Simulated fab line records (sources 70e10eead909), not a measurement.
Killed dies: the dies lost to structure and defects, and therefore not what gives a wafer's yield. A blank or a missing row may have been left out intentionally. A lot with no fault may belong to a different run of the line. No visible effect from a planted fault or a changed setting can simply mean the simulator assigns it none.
fab line records	flow nand-harc
record lots=24	wafers=72	last-day=33
route steps=1302 shown A_CONTACT@1039
lots with no fault: from the same line, run without faults
start-h: the number of hours between the record's first day and the start of the first shown wafer of the lot	wait-h: hours from the lot's prior step to this one	" unchanged from the row above	L1.1+2: several wafers, shown together as one row	- no value, or no start given	* or withheld: withheld	< > ~ a bound
route shown NAME@n: names a module that has steps shown in the file, with the first one's number in the route	usual: mean and standard deviation over wafers with no fault	same: alike in all rows	chamber/n: place in a boat	sites: each site's reading	_std_site: their standard deviation	_edge_site: mean of outer sites minus mean of inner sites	radius-mm: how far each site lies from the wafer's centre	mask NAME#n: copy n	behind: tool/chamber where the wafer was last shaped	hold: why the lot went on hold/how many hours it stayed there/how the hold came to an end	device: whichever transistor did not switch (one of n, p or np)	end of line: tests of these same wafers at the route's end	where a step has no rows: the recipe by itself	killed: not the wafer's yield, but the dies lost to structure and defects at the first sort	map: dies across one wafer; x = killed, . = not, _ = none there
set.NAME: the setting that was run; set.NAME@STEP: the one run at that earlier step	model.NAME: the simulator's own value behind a step, which no gauge read
one table for each step of the route and one row for each wafer, over a sample of lots
services: the hour from which a tool's chamber was out of use, counted from the record's first day as start-h (under 0 if before that day), plus the number of hours and why
## steps
# step NHARC_A_CONTACT_CD_MEAS_69
# recipe target-cd-nm=300	landing-energy-ev=500
# usual cd-nm=299.7/0.72
lot.wafer	tool	chamber	start-h	wait-h	cd-nm
L076.2	cd-sem-01	0	515.15	-	299.3
L076.5	"	0	"	"	299.2
L076.6	"	0	"	"	299.2
L074.1	cd-sem-02	0	516.64	-	298.3
L074.4	"	0	"	"	298.8
L074.6	"	0	"	"	298.8
L075.2	cd-sem-01	0	524.07	-	299.4
L075.5	"	0	"	"	299.6
L075.6	"	0	"	"	298.7
L077.2	cd-sem-01	0	539.65	-	299.8
L077.4	"	0	"	"	301.1
L077.6	"	0	"	"	301.0
L078.3	cd-sem-01	0	540.65	-	298.8
L078.4	"	0	"	"	299.6
L078.6	"	0	"	"	299.9
L079.1	cd-sem-03	0	543.57	-	301.2
L079.2	"	0	"	"	300.4
L079.3	"	0	"	"	300.4
L082.1	cd-sem-03	0	559.16	-	298.6
L082.2	"	0	"	"	299.1
L082.5	"	0	"	"	298.3
L080.1	cd-sem-03	0	562.35	-	299.8
L080.3	"	0	"	"	300.1
L080.5	"	0	"	"	299.6
L081.2	cd-sem-01	0	566.60	-	299.5
L081.3	"	0	"	"	298.7
L081.5	"	0	"	"	299.3
L083.2	cd-sem-01	0	597.95	-	299.6
L083.4	"	0	"	"	299.3
L083.5	"	0	"	"	300.1
L084.1	cd-sem-03	0	611.09	-	298.7
L084.3	"	0	"	"	299.2
L084.6	"	0	"	"	300.0
L086.1	cd-sem-01	0	621.60	-	299.6
L086.3	"	0	"	"	300.4
L086.4	"	0	"	"	300.7
L085.1	cd-sem-01	0	624.13	-	299.8
L085.2	"	0	"	"	299.3
L085.4	"	0	"	"	299.5
L087.1	cd-sem-01	0	643.24	-	299.8
L087.4	"	0	"	"	300.0
L087.6	"	0	"	"	300.4
L089.1	cd-sem-01	0	651.18	-	300.9
L089.3	"	0	"	"	299.9
L089.6	"	0	"	"	300.0
L088.1	cd-sem-02	0	658.60	-	299.0
L088.2	"	0	"	"	299.5
L088.5	"	0	"	"	300.1
L090.2	cd-sem-01	0	689.08	-	300.9
L090.3	"	0	"	"	300.3
L090.6	"	0	"	"	300.6
L091.1	cd-sem-02	0	696.04	-	298.1
L091.2	"	0	"	"	299.7
L091.3	"	0	"	"	298.1
L092.4	cd-sem-03	0	697.05	-	300.1
L092.5	"	0	"	"	299.1
L092.6	"	0	"	"	300.3
L093.2	cd-sem-02	0	702.21	-	299.6
L093.3	"	0	"	"	300.0
L093.6	"	0	"	"	299.9
L094.1	cd-sem-02	0	705.27	-	299.2
L094.3	"	0	"	"	299.8
L094.4	"	0	"	"	299.8
L095.3	cd-sem-01	0	714.74	-	299.0
L095.5	"	0	"	"	299.3
L095.6	"	0	"	"	299.6
L096.2	cd-sem-03	0	715.52	-	300.2
L096.3	"	0	"	"	300.7
L096.4	"	0	"	"	300.2
L097.1	cd-sem-03	0	726.85	-	298.0
L097.2	"	0	"	"	299.1
L097.5	"	0	"	"	299.3
# step NHARC_A_CONTACT_INSPECT_71
# usual raw-defect-count=80/38
lot.wafer	tool	chamber	start-h	wait-h	raw-defect-count
L076.2	defect-inspect-01	-	515.27	0.0	48
L076.5	"	-	"	"	46
L076.6	"	-	"	"	56
L074.1	defect-inspect-01	-	516.77	0.0	19
L074.4	"	-	"	"	20
L074.6	"	-	"	"	21
L075.2	defect-inspect-02	-	524.20	0.0	126
L075.5	"	-	"	"	110
L075.6	"	-	"	"	90
L077.2	defect-inspect-02	-	539.77	0.0	103
L077.4	"	-	"	"	112
L077.6	"	-	"	"	113
L078.3	defect-inspect-02	-	540.77	0.0	104
L078.4	"	-	"	"	116
L078.6	"	-	"	"	127
L079.1	defect-inspect-02	-	543.69	0.0	26
L079.2	"	-	"	"	26
L079.3	"	-	"	"	34
L082.1	defect-inspect-01	-	559.28	0.0	176
L082.2	"	-	"	"	147
L082.5	"	-	"	"	140
L080.1	defect-inspect-01	-	562.48	0.0	70
L080.3	"	-	"	"	65
L080.5	"	-	"	"	87
L081.2	defect-inspect-02	-	566.72	0.0	71
L081.3	"	-	"	"	68
L081.5	"	-	"	"	64
L083.2	defect-inspect-01	-	598.07	0.0	99
L083.4	"	-	"	"	73
L083.5	"	-	"	"	78
L084.1	defect-inspect-01	-	611.21	0.0	122
L084.3	"	-	"	"	124
L084.6	"	-	"	"	120
L086.1	defect-inspect-02	-	621.72	0.0	72
L086.3	"	-	"	"	90
L086.4	"	-	"	"	89
L085.1	defect-inspect-01	-	624.25	0.0	133
L085.2	"	-	"	"	119
L085.4	"	-	"	"	138
L087.1	defect-inspect-02	-	643.36	0.0	67
L087.4	"	-	"	"	77
L087.6	"	-	"	"	81
L089.1	defect-inspect-02	-	651.31	0.0	93
L089.3	"	-	"	"	93
L089.6	"	-	"	"	113
L088.1	defect-inspect-02	-	658.72	0.0	83
L088.2	"	-	"	"	58
L088.5	"	-	"	"	66
L090.2	defect-inspect-02	-	689.21	0.0	104
L090.3	"	-	"	"	103
L090.6	"	-	"	"	103
L091.1	defect-inspect-01	-	696.16	0.0	76
L091.2	"	-	"	"	71
L091.3	"	-	"	"	77
L092.4	defect-inspect-01	-	697.17	0.0	84
L092.5	"	-	"	"	96
L092.6	"	-	"	"	114
L093.2	defect-inspect-01	-	702.33	0.0	28
L093.3	"	-	"	"	18
L093.6	"	-	"	"	36
L094.1	defect-inspect-02	-	705.40	0.0	127
L094.3	"	-	"	"	110
L094.4	"	-	"	"	122
L095.3	defect-inspect-01	-	714.86	0.0	62
L095.5	"	-	"	"	67
L095.6	"	-	"	"	80
L096.2	defect-inspect-02	-	715.64	0.0	18
L096.3	"	-	"	"	12
L096.4	"	-	"	"	17
L097.1	defect-inspect-02	-	726.98	0.0	20
L097.2	"	-	"	"	22
L097.5	"	-	"	"	24
# step NHARC_A_CONTACT_ETCH_130
# recipe source-w=withheld	pressure-mtorr=20	bias-v=3000	time-s=197	target-depth-a=19180	ar-flow-sccm=withheld	c4f8-flow-sccm=withheld	o2-flow-sccm=withheld	chemistry=C4F8/O2/Ar
lot.wafer	tool	chamber	start-h	wait-h	rf-hours-counter-h
L076.2	har-cap-etch-02	1	518.32	0.2	89
L076.6	"	1	"	"	-
L076.5	"	0	"	"	-
L074.1	har-cap-etch-03	0	519.49	0.1	41
L074.4	"	1	"	"	-
L074.6	"	0	"	"	-
L075.2	har-cap-etch-03	0	526.91	0.1	43
L075.5	"	1	"	"	-
L075.6	"	0	"	"	-
L077.2	har-cap-etch-03	0	542.85	0.2	47
L077.4	"	1	"	"	-
L077.6	"	0	"	"	-
L078.4	har-cap-etch-01	0	543.88	0.1	-
L078.3	"	1	"	"	-
L078.6	"	0	"	"	-
L079.1	har-cap-etch-02	0	546.44	0.1	96
L079.2	"	1	"	"	96
L079.3	"	1	"	"	-
L082.2	har-cap-etch-02	0	561.98	0.1	101
L082.1	"	1	"	"	101
L082.5	"	0	"	"	-
L080.1	har-cap-etch-03	1	565.45	0.1	54
L080.3	"	0	"	"	-
L080.5	"	1	"	"	-
L081.2	har-cap-etch-02	1	569.55	0.1	102
L081.3	"	0	"	"	-
L081.5	"	1	"	"	-
L083.2	har-cap-etch-03	0	600.79	0.1	57
L083.4	"	1	"	"	-
L083.5	"	0	"	"	-
L084.1	har-cap-etch-02	1	613.91	0.1	108
L084.3	"	0	"	"	-
L084.6	"	1	"	"	-
L086.1	har-cap-etch-03	0	624.40	0.1	61
L086.4	"	0	"	"	-
L086.3	"	1	"	"	-
L085.1	har-cap-etch-01	0	626.94	0.1	20
L085.2	"	1	"	"	20
L085.4	"	1	"	"	-
L087.1	har-cap-etch-01	0	646.08	0.1	23
L087.4	"	0	"	"	-
L087.6	"	1	"	"	-
L089.1	har-cap-etch-02	1	654.00	0.1	115
L089.3	"	1	"	"	-
L089.6	"	1	"	"	-
L088.2	har-cap-etch-03	0	661.42	0.1	67
L088.1	"	1	"	"	67
L088.5	"	1	"	"	-
L090.2	har-cap-etch-03	0	691.92	0.1	71
L090.3	"	0	"	"	-
L090.6	"	1	"	"	-
L091.1	har-cap-etch-03	0	698.85	0.1	73
L091.2	"	1	"	"	73
L091.3	"	0	"	"	-
L092.4	har-cap-etch-02	0	699.94	0.1	-
L092.6	"	0	"	"	-
L092.5	"	1	"	"	-
L093.2	har-cap-etch-01	1	705.11	0.1	33
L093.3	"	1	"	"	-
L093.6	"	0	"	"	-
L094.1	har-cap-etch-01	1	708.09	0.1	35
L094.4	"	1	"	"	-
L094.3	"	0	"	"	-
L095.3	har-cap-etch-03	0	717.65	0.1	-
L095.5	"	1	"	"	-
L095.6	"	0	"	"	-
L096.2	har-cap-etch-02	1	718.32	0.1	128
L096.3	"	1	"	"	-
L096.4	"	0	"	"	-
L097.2	har-cap-etch-01	0	730.03	0.2	41
L097.1	"	1	"	"	41
L097.5	"	0	"	"	-
# step NHARC_A_CONTACT_ETCH_132
# recipe source-w=withheld	pressure-mtorr=20	bias-v=3000	time-s=197	target-depth-a=19240	ar-flow-sccm=withheld	c4f8-flow-sccm=withheld	o2-flow-sccm=withheld	chemistry=C4F8/O2/Ar
lot.wafer	tool	chamber	start-h	wait-h	rf-hours-counter-h
L076.2	har-cap-etch-02	1	518.80	0.2	89
L076.6	"	1	"	"	-
L076.5	"	0	"	"	-
L074.1	har-cap-etch-03	0	519.84	0.1	42
L074.4	"	1	"	"	-
L074.6	"	0	"	"	-
L075.2	har-cap-etch-03	0	527.27	0.1	43
L075.5	"	1	"	"	-
L075.6	"	0	"	"	-
L077.2	har-cap-etch-03	0	543.32	0.2	47
L077.4	"	1	"	"	-
L077.6	"	0	"	"	-
L078.4	har-cap-etch-01	0	544.23	0.1	-
L078.3	"	1	"	"	-
L078.6	"	0	"	"	-
L079.1	har-cap-etch-02	0	546.79	0.1	97
L079.2	"	1	"	"	97
L079.3	"	1	"	"	-
L082.2	har-cap-etch-02	0	562.33	0.1	101
L082.1	"	1	"	"	101
L082.5	"	0	"	"	-
L080.1	har-cap-etch-03	1	565.80	0.1	54
L080.3	"	0	"	"	-
L080.5	"	1	"	"	-
L081.2	har-cap-etch-02	1	569.90	0.1	103
L081.3	"	0	"	"	-
L081.5	"	1	"	"	-
L083.2	har-cap-etch-03	0	601.14	0.1	57
L083.4	"	1	"	"	-
L083.5	"	0	"	"	-
L084.1	har-cap-etch-02	1	614.27	0.1	108
L084.3	"	0	"	"	-
L084.6	"	1	"	"	-
L086.1	har-cap-etch-03	0	624.75	0.1	61
L086.4	"	0	"	"	-
L086.3	"	1	"	"	-
L085.1	har-cap-etch-01	0	627.29	0.1	20
L085.2	"	1	"	"	20
L085.4	"	1	"	"	-
L087.1	har-cap-etch-01	0	646.43	0.1	23
L087.4	"	0	"	"	-
L087.6	"	1	"	"	-
L089.1	har-cap-etch-02	1	654.35	0.1	115
L089.3	"	1	"	"	-
L089.6	"	1	"	"	-
L088.2	har-cap-etch-03	0	661.78	0.1	67
L088.1	"	1	"	"	67
L088.5	"	1	"	"	-
L090.2	har-cap-etch-03	0	692.27	0.1	71
L090.3	"	0	"	"	-
L090.6	"	1	"	"	-
L091.1	har-cap-etch-03	0	699.21	0.1	73
L091.2	"	1	"	"	73
L091.3	"	0	"	"	-
L092.4	har-cap-etch-02	0	700.29	0.1	-
L092.6	"	0	"	"	-
L092.5	"	1	"	"	-
L093.2	har-cap-etch-01	1	705.47	0.2	34
L093.3	"	1	"	"	-
L093.6	"	0	"	"	-
L094.1	har-cap-etch-01	1	708.45	0.1	36
L094.4	"	1	"	"	-
L094.3	"	0	"	"	-
L095.3	har-cap-etch-03	0	718.01	0.1	-
L095.5	"	1	"	"	-
L095.6	"	0	"	"	-
L096.2	har-cap-etch-02	1	718.67	0.1	128
L096.3	"	1	"	"	-
L096.4	"	0	"	"	-
L097.2	har-cap-etch-01	0	730.50	0.2	41
L097.1	"	1	"	"	41
L097.5	"	0	"	"	-
# step NHARC_A_CONTACT_STRIP_82
# recipe o2-flow-sccm=500	ar-flow-sccm=0	bias-w=0	chemistry=O2
# usual drypump-motor-current-A=5.6/0.46	oes-product-au=0.997/0.015	rf-vpp-V=57.8/0.88	showerhead-plenum-p-Torr=3.57/0.16	throttle-valve-pct=17.036/0.0095
lot.wafer	tool	chamber	start-h	wait-h	drypump-motor-current-A	oes-product-au	rf-hours-counter-h	rf-vpp-V	showerhead-plenum-p-Torr	throttle-valve-pct
L076.2	rie-diel-03	1	-	-	5.9	0.975	21	58.8	3.75	17.036
L076.5	"	0	"	"	5.2	0.975	-	58.1	3.80	17.033
L076.6	"	1	"	"	5.9	0.979	-	58.6	3.75	17.026
L074.1	rie-diel-03	0	-	-	5.2	0.965	15	59.0	3.80	17.042
L074.6	"	0	"	"	5.2	0.970	-	58.7	3.80	17.021
L074.4	"	1	"	"	5.8	0.988	-	58.1	3.75	17.050
L075.2	rie-diel-04	1	-	-	6.2	0.995	28	58.9	3.68	17.040
L075.5	"	0	"	"	6.1	1.007	-	58.0	3.35	17.035
L075.6	"	1	"	"	6.2	0.996	-	58.5	3.68	17.022
L077.4	rie-diel-03	3	-	-	5.6	1.000	20	57.3	3.47	17.040
L077.2	"	1	"	"	5.9	0.996	29	57.8	3.75	17.056
L077.6	"	2	"	"	5.4	1.004	-	58.8	3.55	17.033
L078.4	rie-diel-04	1	-	-	6.2	0.976	0	57.2	3.68	17.046
L078.3	"	3	"	"	4.8	0.983	0	57.5	3.39	17.046
L078.6	"	2	"	"	5.6	1.009	-	59.1	3.67	17.038
L079.2	rie-diel-04	3	-	-	4.8	1.003	1	56.4	3.39	17.032
L079.3	"	1	"	"	6.2	0.965	1	57.1	3.68	17.029
L079.1	"	2	"	"	5.6	1.012	1	56.3	3.67	17.033
L082.2	rie-diel-03	3	-	-	5.6	1.010	26	57.6	3.47	17.032
L082.1	"	0	"	"	5.2	0.958	28	59.2	3.79	17.030
L082.5	"	1	"	"	5.9	0.995	-	57.8	3.74	17.036
L080.1	rie-diel-04	2	-	-	5.7	1.009	4	57.9	3.67	17.041
L080.3	"	1	"	"	6.2	0.966	5	57.0	3.67	17.027
L080.5	"	3	"	"	4.8	0.998	-	57.1	3.38	17.021
L081.2	rie-diel-04	0	-	-	6.1	1.002	5	57.0	3.34	17.037
L081.3	"	2	"	"	5.6	0.994	4	58.8	3.67	17.040
L081.5	"	1	"	"	6.2	0.970	-	58.9	3.67	17.046
L083.4	rie-diel-04	0	-	-	6.1	1.010	10	57.3	3.34	17.038
L083.2	"	3	"	"	4.9	0.992	8	56.8	3.38	17.050
L083.5	"	1	"	"	6.1	0.980	-	56.9	3.67	17.016
L084.1	rie-diel-04	2	-	-	5.6	1.008	10	57.6	3.66	17.005
L084.3	"	3	"	"	4.8	0.984	11	58.2	3.38	17.040
L084.6	"	2	"	"	5.7	1.010	-	57.6	3.66	17.036
L086.4	rie-diel-04	2	-	-	5.6	1.010	13	57.9	3.66	17.041
L086.3	"	3	"	"	4.8	0.984	14	57.9	3.38	17.035
L086.1	"	0	"	"	6.1	1.009	15	56.5	3.34	17.033
L085.1	rie-diel-04	2	-	-	5.6	1.007	13	58.7	3.66	17.023
L085.2	"	3	"	"	4.8	0.991	14	57.3	3.38	17.051
L085.4	"	0	"	"	6.1	1.013	15	57.8	3.34	17.027
L087.1	rie-diel-04	3	-	-	4.8	0.992	17	58.6	3.38	17.038
L087.4	"	1	"	"	6.2	0.980	16	57.2	3.67	17.043
L087.6	"	3	"	"	4.8	1.000	-	56.6	3.38	17.034
L089.3	rie-diel-04	2	-	-	5.7	1.009	18	58.4	3.66	17.035
L089.1	"	3	"	"	4.8	0.998	18	56.9	3.38	17.020
L089.6	"	2	"	"	5.6	1.010	-	57.8	3.66	17.029
L088.2	rie-diel-02	1	-	-	5.6	1.013	31	59.2	3.76	17.031
L088.1	"	0	"	"	5.8	0.968	33	56.6	3.79	17.044
L088.5	"	1	"	"	5.6	0.999	-	57.4	3.76	17.042
L090.2	rie-diel-04	0	-	-	6.1	1.018	26	59.3	3.33	17.047
L090.3	"	1	"	"	6.2	0.988	23	56.8	3.66	17.038
L090.6	"	2	"	"	5.7	1.009	-	57.9	3.65	17.038
L091.2	rie-diel-02	1	-	-	5.6	1.009	42	57.1	3.75	17.019
L091.1	"	2	"	"	5.9	1.026	41	58.4	3.60	17.046
L091.3	"	0	"	"	5.8	0.976	48	58.2	3.78	17.042
L092.4	rie-diel-04	2	-	-	5.6	1.018	25	59.9	3.65	17.024
L092.5	"	3	"	"	4.8	0.988	-	58.3	3.37	17.040
L092.6	"	0	"	"	6.1	1.015	-	57.6	3.33	17.051
L093.2	rie-diel-02	0	-	-	5.8	0.982	50	59.4	3.78	17.052
L093.3	"	1	"	"	5.6	1.012	44	56.9	3.75	17.033
L093.6	"	1	"	"	5.6	1.000	-	58.2	3.75	17.040
L094.1	rie-diel-02	0	-	-	5.8	0.978	51	58.2	3.78	17.045
L094.3	"	2	"	"	5.9	1.022	43	57.5	3.59	17.034
L094.4	"	3	"	"	5.2	1.009	46	56.0	3.49	17.030
L095.3	rie-diel-03	1	-	-	5.8	0.997	26	58.3	3.72	17.056
L095.5	"	0	"	"	5.2	0.977	-	58.7	3.76	17.031
L095.6	"	1	"	"	5.8	0.999	-	58.4	3.72	17.021
L096.3	rie-diel-04	3	-	-	4.8	0.984	0	57.4	3.37	17.039
L096.2	"	1	"	"	6.2	0.989	0	57.2	3.66	17.051
L096.4	"	2	"	"	5.6	0.996	0	58.7	3.65	17.030
L097.2	rie-diel-04	0	-	-	6.1	1.010	1	56.8	3.33	17.030
L097.1	"	1	"	"	6.2	0.998	2	57.5	3.66	17.039
L097.5	"	2	"	"	5.7	0.990	-	58.0	3.65	17.034
# step NHARC_A_CONTACT_ETCH_30
# recipe target-depth-a=726	time-s=36.3	cf4-flow-sccm=100	chf3-flow-sccm=30	ar-flow-sccm=0	rf-w=500	bias-w=200	chemistry=CF4/CHF3
# usual drypump-motor-current-A=5.6/0.4	oes-product-au=0.928/0.022	rf-vpp-V=371.4/2.5	showerhead-plenum-p-Torr=1.60/0.073	throttle-valve-pct=16.803/0.0089
lot.wafer	tool	chamber	start-h	wait-h	drypump-motor-current-A	oes-product-au	rf-hours-counter-h	rf-vpp-V	showerhead-plenum-p-Torr	throttle-valve-pct
L076.2	rie-diel-03	0	-	-	5.2	0.894	15	375.5	1.70	16.806
L076.6	"	0	"	"	5.2	0.899	-	374.6	1.70	16.795
L076.5	"	1	"	"	5.8	0.916	-	374.0	1.67	16.791
L074.1	rie-diel-03	0	-	-	5.2	0.897	16	375.3	1.70	16.804
L074.4	"	0	"	"	5.2	0.901	-	374.0	1.70	16.795
L074.6	"	1	"	"	5.8	0.919	-	374.9	1.67	16.804
L075.2	rie-diel-02	0	-	-	5.8	0.932	44	365.8	1.46	16.794
L075.6	"	0	"	"	5.8	0.933	-	366.9	1.46	16.793
L075.5	"	1	"	"	5.6	0.941	-	373.6	1.69	16.816
L077.2	rie-diel-03	2	-	-	5.4	0.929	31	371.1	1.58	16.800
L077.4	"	1	"	"	5.8	0.925	32	373.9	1.67	16.804
L077.6	"	2	"	"	5.4	0.932	-	370.6	1.58	16.798
L078.3	rie-diel-04	0	-	-	6.1	0.933	3	368.8	1.49	16.782
L078.4	"	1	"	"	6.2	0.905	3	373.0	1.64	16.805
L078.6	"	0	"	"	6.1	0.934	-	366.8	1.49	16.813
L079.1	rie-diel-02	3	-	-	5.3	0.910	56	370.4	1.57	16.815
L079.3	"	0	"	"	5.8	0.919	55	366.4	1.46	16.819
L079.2	"	1	"	"	5.6	0.929	52	374.7	1.69	16.805
L082.1	rie-diel-02	3	-	-	5.2	0.916	60	370.1	1.57	16.815
L082.2	"	2	"	"	5.9	0.937	56	372.7	1.61	16.810
L082.5	"	0	"	"	5.8	0.917	-	367.7	1.46	16.801
L080.3	rie-diel-04	0	-	-	6.1	0.927	6	368.0	1.49	16.804
L080.1	"	2	"	"	5.6	0.923	5	372.8	1.64	16.800
L080.5	"	3	"	"	4.8	0.918	-	368.8	1.51	16.796
L081.3	rie-diel-04	1	-	-	6.2	0.901	6	372.8	1.64	16.808
L081.2	"	2	"	"	5.6	0.927	5	372.6	1.64	16.796
L081.5	"	0	"	"	6.1	0.931	-	367.1	1.49	16.785
L083.4	rie-diel-04	1	-	-	6.2	0.920	8	372.7	1.64	16.805
L083.2	"	3	"	"	4.8	0.924	9	368.6	1.51	16.780
L083.5	"	2	"	"	5.6	0.945	-	372.2	1.63	16.808
L084.1	rie-diel-04	2	-	-	5.6	0.930	10	373.7	1.63	16.817
L084.3	"	3	"	"	4.8	0.918	12	367.9	1.51	16.783
L084.6	"	0	"	"	6.1	0.937	-	367.4	1.49	16.818
L086.3	rie-diel-04	3	-	-	4.8	0.928	14	368.1	1.51	16.805
L086.4	"	0	"	"	6.1	0.937	16	367.0	1.49	16.797
L086.1	"	2	"	"	5.6	0.941	13	373.6	1.63	16.800
L085.2	rie-diel-02	3	-	-	5.2	0.916	21	370.5	1.56	16.801
L085.4	"	0	"	"	5.8	0.901	25	374.9	1.69	16.804
L085.1	"	2	"	"	5.8	0.940	19	371.5	1.61	16.800
L087.4	rie-diel-03	1	-	-	5.8	0.984	1	373.3	1.66	16.808
L087.1	"	2	"	"	5.4	0.955	1	371.5	1.58	16.813
L087.6	"	0	"	"	5.2	0.966	-	375.4	1.69	16.785
L089.1	rie-diel-04	3	-	-	4.8	0.928	19	368.0	1.50	16.805
L089.3	"	0	"	"	6.1	0.946	20	368.9	1.49	16.799
L089.6	"	3	"	"	4.8	0.933	-	368.9	1.50	16.809
L088.1	rie-diel-04	1	-	-	6.1	0.910	19	374.0	1.64	16.818
L088.2	"	2	"	"	5.6	0.935	20	372.0	1.63	16.805
L088.5	"	0	"	"	6.1	0.944	-	367.4	1.49	16.785
L090.3	rie-diel-02	0	-	-	5.8	0.891	48	374.0	1.69	16.804
L090.2	"	2	"	"	5.9	0.946	40	372.3	1.60	16.807
L090.6	"	0	"	"	5.8	0.893	-	375.2	1.69	16.806
L091.2	rie-diel-03	1	-	-	5.8	0.928	22	372.9	1.66	16.807
L091.1	"	2	"	"	5.4	0.916	21	369.7	1.57	16.817
L091.3	"	0	"	"	5.2	0.915	20	374.1	1.68	16.792
L092.4	rie-diel-03	2	709.46	-	5.4	0.981	21	371.1	1.57	16.804
L092.6	"	2	"	"	5.4	0.990	-	370.1	1.57	16.809
L092.5	"	3	"	"	5.6	1.014	-	368.7	1.54	16.797
L093.2	rie-diel-02	1	-	-	5.5	0.931	45	372.3	1.67	16.809
L093.3	"	2	"	"	5.9	0.947	44	371.3	1.60	16.807
L093.6	"	2	"	"	5.9	0.943	-	372.3	1.60	16.811
L094.1	rie-diel-02	1	-	-	5.6	0.926	47	373.2	1.67	16.821
L094.3	"	2	"	"	5.9	0.948	46	372.1	1.60	16.797
L094.4	"	3	"	"	5.2	0.929	47	369.8	1.56	16.818
L095.3	rie-diel-02	0	-	-	5.8	0.897	55	373.8	1.69	16.806
L095.5	"	3	"	"	5.2	0.920	-	370.5	1.56	16.807
L095.6	"	0	"	"	5.8	0.893	-	375.2	1.69	16.785
L096.4	rie-diel-04	0	-	-	6.1	0.923	1	367.6	1.48	16.807
L096.3	"	1	"	"	6.2	0.920	1	372.6	1.63	16.812
L096.2	"	2	"	"	5.6	0.916	1	373.0	1.63	16.816
L097.2	rie-diel-04	2	-	-	5.6	0.932	2	372.0	1.63	16.801
L097.1	"	3	"	"	4.8	0.911	2	368.3	1.50	16.816
L097.5	"	2	"	"	5.6	0.925	-	371.3	1.63	16.817
## services
tool	chamber	start-h	hours	kind
har-cap-etch-01	-	497.00	17.0	pm
rie-diel-04	0	510.96	-	clean
rie-diel-04	1	510.96	-	clean
rie-diel-04	2	510.96	-	clean
rie-diel-04	3	510.96	-	clean
rie-diel-03	3	517.78	17.8	repair
rie-diel-04	-	531.90	9.0	pm
rie-diel-04	0	531.90	9.0	vent-cycle
rie-diel-04	1	531.90	9.0	vent-cycle
rie-diel-04	2	531.90	9.0	vent-cycle
rie-diel-04	3	531.90	9.0	vent-cycle
rie-diel-04	0	540.90	-	clean
rie-diel-04	0	540.90	-	consumable-replace:focus-ring
rie-diel-04	1	540.90	-	clean
rie-diel-04	2	540.90	-	clean
rie-diel-04	3	562.59	3.2	repair
har-cap-etch-01	-	567.86	0.6	repair
rie-diel-02	-	570.78	9.0	pm
har-cap-etch-03	-	625.69	1.0	repair
rie-diel-03	-	634.91	1.3	repair
rie-diel-03	-	636.26	9.0	pm
rie-diel-02	1	663.83	8.8	repair
rie-diel-02	1	722.51	4.1	repair
rie-diel-03	3	722.71	9.7	repair
## key
fault none
